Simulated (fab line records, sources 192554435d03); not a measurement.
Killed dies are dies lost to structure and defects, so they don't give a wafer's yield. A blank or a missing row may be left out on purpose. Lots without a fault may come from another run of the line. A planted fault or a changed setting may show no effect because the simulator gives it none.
One fault seen from 3 desks | flow n5_finfet | each desk has only its own numbers; what lay behind them comes last

THE METROLOGY DESK
What the gauges read, lot by lot, whatever tool the lot ran on: means of the sampled wafers that have a number. A lot is out of limits, marked OUT, if its mean lies more than 4 standard deviations from the usual mean; the brackets give that distance. Of its 12 readings 7 are shown: those that lie furthest out on some lot.
Columns: A = NDIPOLE_OVL at N5_HKMG_FIN_OVL_MEAS_50, usual -0.1 nm; B = DIBL_N at N5_BEOL_M4_RC_MEAS_101, usual 37.3 mV/V; C = DIBL_P at N5_BEOL_M4_RC_MEAS_101, usual 37.4 mV/V; D = IOFF_P at N5_BEOL_M4_RC_MEAS_101, usual 0.25 nA/um; E = ION_P at N5_BEOL_M4_RC_MEAS_101, usual 468 uA/um; F = SS_N at N5_BEOL_M4_RC_MEAS_101, usual 71.8 mV/dec; G = VT_P at N5_BEOL_M4_RC_MEAS_101, usual -248 mV
lot  | first seen here | A    | B    | C    | D    | E   | F    | G
L927 | day 5 04:50     | -0.2 | 37.5 | 37.4 | 0.26 | 467 | 71.7 | -245
L932 | day 6 11:37     | 0.5  | 38.1 | 39.0 | 0.25 | 474 | 71.7 | -248
L935 | day 7 03:39     | -0.8 | 39.2 | 40.3 | 0.32 | 476 | 72.3 | -242
L937 | day 7 12:00     | -0.9 | 38.3 | 39.8 | 0.26 | 472 | 72.4 | -248
L945 | day 9 15:28     | 0.4  | 37.3 | 37.8 | 0.23 | 467 | 72.0 | -248
L946 | day 9 21:31     | -0.8 | 36.3 | 35.3 | 0.26 | 476 | 71.7 | -246
This desk's finding: nothing out of limits on any of the 6 lots.

THE DEFECT DESK
What the inspections along the route counted, lot by lot: means of the sampled wafers that have a number. A lot is out of limits, marked OUT, if its mean lies more than 4 standard deviations from the usual mean; the brackets give that distance.
Columns: A = raw_defect_count at N5_HKMG_FIN_INSPECT_61, usual 1.9
lot  | first seen here | A
L927 | day 5 04:53     | 0.3
L932 | day 6 11:40     | 1.3
L935 | day 7 03:42     | 1.7
L937 | day 7 12:04     | 1.3
L945 | day 9 15:31     | 3.0
L946 | day 9 21:35     | 1.7
This desk's finding: nothing out of limits on any of the 6 lots.

THE TOOL OWNER'S DESK: rie_diel-02
The tool's own readings at N5_HKMG_FIN_ETCH_58 (etches SOC in N2/H2, target depth 215.8 nm, time 741 s): means of the sampled wafers that have a number, for each lot that ran on this tool. A lot is out of limits, marked OUT, if its mean lies more than 4 standard deviations from the usual mean; the brackets give that distance.
Columns: A = bias_w at N5_HKMG_FIN_ETCH_58, usual 13.00 W; B = chamber_pressure_mTorr at N5_HKMG_FIN_ETCH_58, usual 29.999 mTorr; C = drypump_motor_current_A at N5_HKMG_FIN_ETCH_58, usual 5.6 A; D = oes_product_au at N5_HKMG_FIN_ETCH_58, usual 0.78 a.u.; E = rf_vpp_V at N5_HKMG_FIN_ETCH_58, usual 99.1 V; F = showerhead_plenum_p_Torr at N5_HKMG_FIN_ETCH_58, usual 2.52 Torr; G = throttle_valve_pct at N5_HKMG_FIN_ETCH_58, usual 17.82 %
lot  | first seen here | A               | B      | C   | D    | E               | F    | G
L927 | day 5 05:13     | 12.99           | 30.011 | 5.2 | 0.81 | 99.5            | 2.53 | 17.77
L932 | day 6 12:03     | 11.58 (-35) OUT | 30.005 | 5.7 | 0.76 | 91.2 (-9.6) OUT | 2.58 | 17.77
L935 | day 7 04:02     | 11.58 (-35) OUT | 29.983 | 5.3 | 0.76 | 92.3 (-8.2) OUT | 2.59 | 17.82
This desk's finding: out of limits on L932, L935; first on L932, day 6 12:03 (bias_w at N5_HKMG_FIN_ETCH_58). In limits: L927.

PUT TOGETHER
The tool owner's desk could have raised an alarm at day 6 12:03, on L932, L935.
The metrology desk saw nothing out of limits.
The defect desk saw nothing out of limits.
The metrology desk has L932, L935 on record, within its limits.
The defect desk has L932, L935 on record, within its limits.
Of the lots named, all ran N5_HKMG_FIN_ETCH_58 on rie_diel-02.

WHAT THE SIMULATOR HAD PUT IN
Process parameter drift: rie_diel-02, from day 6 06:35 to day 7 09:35, at N5_HKMG_FIN_ETCH_58. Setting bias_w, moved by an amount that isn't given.
Lots struck among those shown: L932, L935.
Hours from the fault's start to each desk's first reading out of limits: the tool owner's desk, 5.
